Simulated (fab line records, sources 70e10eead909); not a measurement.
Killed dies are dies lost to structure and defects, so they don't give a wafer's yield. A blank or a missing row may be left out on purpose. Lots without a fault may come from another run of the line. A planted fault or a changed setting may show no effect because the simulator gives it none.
Which tool did it? | flow nand_harc | 11 lots, 33 wafers sampled, at 5 steps of a route of 1159

WHAT THE GAUGES READ, wafer by wafer
NHARC_END_SORT_01.
lot  | measured     | on        | defect_limited_yield (%) | killed_at_array | killed_at_other | killed_at_periphery | killed_dies | killed_open | killed_short | sort_bin_2_pct (%) | sort_bin_3_pct (%) | sort_bin_4_pct (%) | sort_n_pass | sort_rim_yield_pct (%) | sort_yield_pct (%)
L439 | day 19 11:36 | prober-01 | 95.7 96.2 96.3           | 26 22 24        | 1 0 0           | 2 4 1               | 29 26 25    | 4 3 4       | 2 2 0        | 0.9 1.0 1.0        | 0 0.15 0           | 3.4 2.7 2.7        | 648 651 652 | 95 98 92               | 95.7 96.2 96.3
L445 | day 20 19:49 | prober-01 | 95.6 97.2 96.8           | 27 16 21        | 1 1 1           | 2 2 0               | 30 19 22    | 6 1 4       | 1 7 3        | 0.7 1.2 1.0        | 0.15 0.30 0        | 3.5 1.3 2.2        | 647 658 655 | 97 96 96               | 95.6 97.2 96.8
L453 | day 23 16:34 | prober-02 | 0 0 0                    | 25 23 30        | 1 0 0           | 651 654 647         | 677 677 677 | 6 5 4       | 3 3 1        | 96.9 97.6 95.9     | 0.30 0.30 0.89     | 2.8 2.1 3.2        | 0 0 0       | 0 0 0                  | 0 0 0
L454 | day 23 16:36 | prober-01 | 0 0 0                    | 28 38 20        | 2 0 1           | 647 639 656         | 677 677 677 | 2 4 3       | 2 2 3        | 96.0 96.3 97.5     | 0.15 0.30 0        | 3.8 3.4 2.5        | 0 0 0       | 0 0 0                  | 0 0 0

WHICH TOOL RAN EACH LOT (tool, then ch and the chambers of the sampled wafers, then the start)
lot  | NHARC_P_M1_CMP_23            | NHARC_P_M2_DESCUM_14               | NHARC_P_M2_ETCH_28                 | NHARC_P_M2_PVD_20
L439 | cmp-02 ch 0,1,2, day 6 09:20 | rie_diel-10 ch 1,2,3, day 6 11:23  | rie_diel-07 ch 0,1,2, day 6 12:03  | pvd_sputter-02, day 19 11:36 or earlier
L438 | cmp-03 ch 0,1,2, day 6 12:02 | rie_diel-10 ch 0,1,2, day 6 14:11  | rie_diel-10 ch 0,1,2, day 6 14:48  | pvd_sputter-01, no start
L441 | cmp-04 ch 0,1,3, day 7 03:50 | rie_diel-10 ch 0,2,3, day 7 05:59  | rie_diel-07 ch 1,2,3, day 7 06:37  | pvd_sputter-03, no start
L443 | cmp-02 ch 0,1, day 7 04:31   | rie_diel-07 ch 0,1,2, day 7 06:44  | rie_diel-10 ch 1,2, day 7 07:21    | pvd_sputter-02, no start
L445 | cmp-02 ch 2,3, day 8 04:50   | rie_diel-10 ch 0,2, day 8 06:53    | rie_diel-10 ch 0,1,3, day 8 07:31  | pvd_sputter-02, day 20 19:49 or earlier
L447 | cmp-04 ch 1,2,3, day 8 05:29 | rie_diel-01 ch 0,3, day 8 07:37    | rie_diel-10 ch 1,2, day 8 08:19    | pvd_sputter-03, no start
L446 | cmp-02 ch 0,1,2, day 8 06:16 | rie_diel-07 ch 1,2, day 8 08:17    | rie_diel-07 ch 0,1,3, day 8 09:00  | pvd_sputter-02, no start
L453 | cmp-03 ch 1,2, day 9 21:46   | rie_diel-10 ch 0,1,2, day 9 23:49  | rie_diel-01 ch 0,1,2, day 10 00:29 | pvd_sputter-03, day 23 16:34 or earlier
L454 | cmp-03 ch 1,2, day 9 22:46   | rie_diel-01 ch 0,2, day 10 00:49   | rie_diel-10 ch 0,1, day 10 01:29   | pvd_sputter-01, day 23 16:36 or earlier
L460 | cmp-03 ch 0,3, day 11 22:29  | rie_diel-10 ch 0,1, day 12 00:55   | rie_diel-01 ch 0,1,2, day 12 01:31 | pvd_sputter-03, no start
L461 | cmp-04 ch 0,2, day 11 22:49  | rie_diel-10 ch 0,2,3, day 12 01:36 | rie_diel-10 ch 0,3, day 12 02:12   | pvd_sputter-02, no start
- NHARC_P_M1_CMP_23: polishes, t overpolish 20 s, target thk 157.82 nm.
- NHARC_P_M2_DESCUM_14: chemistry O2, time 3 s.
- NHARC_P_M2_ETCH_28: etches the open film in CF4/N2, target depth 30 nm, time 72.99 s.
- NHARC_P_M2_PVD_20: deposits TaN, target thk 5 nm, time 8.06 s.

WHAT THE TOOLS THEMSELVES READ (means of the sampled wafers that have a number; where no wafer has one, the mark that the record gives instead)
NHARC_P_M1_CMP_23.
lot  | tool   | motor_current_A (A) | time_to_endpoint_s (s)
L439 | cmp-02 | 12.1                | 31.3
L438 | cmp-03 | 11.5                | 29.7
L441 | cmp-04 | 12.9                | 29.7
L443 | cmp-02 | 12.4                | 30.7
L445 | cmp-02 | 11.5                | 29.5
L447 | cmp-04 | 13.4                | 29.0
L446 | cmp-02 | 12.1                | 28.8
L453 | cmp-03 | 11.8                | 28.9
L454 | cmp-03 | 12.0                | 31.9
L460 | cmp-03 | 11.4                | 30.0
L461 | cmp-04 | 12.3                | 31.0

NHARC_P_M2_DESCUM_14.
lot  | tool        | drypump_motor_current_A (A) | oes_product_au (a.u.) | rf_vpp_V (V) | showerhead_plenum_p_Torr (Torr) | throttle_valve_pct (%)
L439 | rie_diel-10 | 5.6                         | 1.004                 | 57.3         | 1.96                            | 11.313
L438 | rie_diel-10 | 5.7                         | 0.995                 | 58.0         | 1.94                            | 11.316
L441 | rie_diel-10 | 5.6                         | 0.998                 | 58.0         | 1.95                            | 11.310
L443 | rie_diel-07 | 5.5                         | 0.992                 | 58.3         | 1.91                            | 11.314
L445 | rie_diel-10 | 5.5                         | 0.993                 | 58.0         | 1.95                            | 11.319
L447 | rie_diel-01 | 5.7                         | 0.990                 | 58.3         | 2.04                            | 11.310
L446 | rie_diel-07 | 5.5                         | 0.995                 | 57.2         | 1.92                            | 11.307
L453 | rie_diel-10 | 5.6                         | 1.007                 | 58.3         | 1.94                            | 11.312
L454 | rie_diel-01 | 5.8                         | 0.988                 | 58.8         | 2.01                            | 11.307
L460 | rie_diel-10 | 5.7                         | 0.994                 | 58.2         | 1.91                            | 11.307
L461 | rie_diel-10 | 5.6                         | 0.998                 | 58.1         | 1.95                            | 11.308

NHARC_P_M2_ETCH_28.
lot  | tool        | bias_w (W) | cf4_flow_sccm (sccm) | drypump_motor_current_A (A) | oes_product_au (a.u.) | rf_vpp_V (V) | showerhead_plenum_p_Torr (Torr) | throttle_valve_pct (%)
L439 | rie_diel-07 | 99.8       | 50.09                | 5.5                         | 0.997                 | 313.5        | 2.62                            | 19.791
L438 | rie_diel-10 | 99.8       | 49.90                | 5.7                         | 0.993                 | 315.0        | 2.66                            | 19.794
L441 | rie_diel-07 | 100.2      | 50.04                | 5.9                         | 0.993                 | 315.1        | 2.70                            | 19.797
L443 | rie_diel-10 | 100.3      | 50.08                | 5.6                         | 0.991                 | 315.0        | 2.70                            | 19.789
L445 | rie_diel-10 | 100.1      | 49.84                | 5.7                         | 0.994                 | 315.6        | 2.66                            | 19.798
L447 | rie_diel-10 | 100.0      | 49.75                | 5.7                         | 1.000                 | 315.5        | 2.69                            | 19.788
L446 | rie_diel-07 | 100.1      | 50.11                | 6.0                         | 0.989                 | 315.0        | 2.68                            | 19.802
L453 | rie_diel-01 | -          | -                    | -                           | -                     | -            | -                               | -
L454 | rie_diel-10 | -          | -                    | -                           | -                     | -            | -                               | -
L460 | rie_diel-01 | 99.7       | 50.03                | 5.7                         | 0.997                 | 315.1        | 2.69                            | 19.790
L461 | rie_diel-10 | 100.0      | 49.93                | 5.7                         | 0.996                 | 314.3        | 2.63                            | 19.796

NHARC_P_M2_PVD_20.
lot  | tool           | bias_v (V) | throttle_valve_pct (%)
L439 | pvd_sputter-02 | 169.3      | 29.8
L438 | pvd_sputter-01 | 169.4      | 30.0
L441 | pvd_sputter-03 | 168.5      | 29.3
L443 | pvd_sputter-02 | 169.0      | 30.4
L445 | pvd_sputter-02 | 166.6      | 29.9
L447 | pvd_sputter-03 | 168.7      | 28.8
L446 | pvd_sputter-02 | 168.3      | 29.5
L453 | pvd_sputter-03 | 168.8      | 29.4
L454 | pvd_sputter-01 | 169.0      | 29.9
L460 | pvd_sputter-03 | 169.3      | 29.5
L461 | pvd_sputter-02 | 168.2      | 29.7

THE ANSWER, worked out from the rows above alone
Rule: what is usual is taken from the lots themselves. Put in order of their means at a reading, lots are off if they are a third of the lots or fewer, leave a main group of 4 or more, and stand apart from it by a gap of 3 or more times the standard deviation of the main group's means; of several such gaps the widest counts. A main group whose means are all the same, to the digits that the tables above print for the reading, isn't used. A lot without any number at a reading at which 4 lots or more have one is off too. The other lots that the step has rows for count as sound. The gauges are gone through in route order, then the tools' own readings, and for those a lot's mean is taken as printed above. The first step at which some lot is off is used, and at that step the reading that is off furthest; a lot without a number counts as furthest.
Off: L453, L454, at NHARC_P_M2_ETCH_28 (bias_w). Without a number there: L453, L454. The main group: mean 100.0 W, standard deviation 0.19.
A tool fits if, at that step or a process step before it, it ran every lot that is off, and no sound lot after the first of them. None of those tried fits.

WHAT THE SIMULATOR HAD PUT IN
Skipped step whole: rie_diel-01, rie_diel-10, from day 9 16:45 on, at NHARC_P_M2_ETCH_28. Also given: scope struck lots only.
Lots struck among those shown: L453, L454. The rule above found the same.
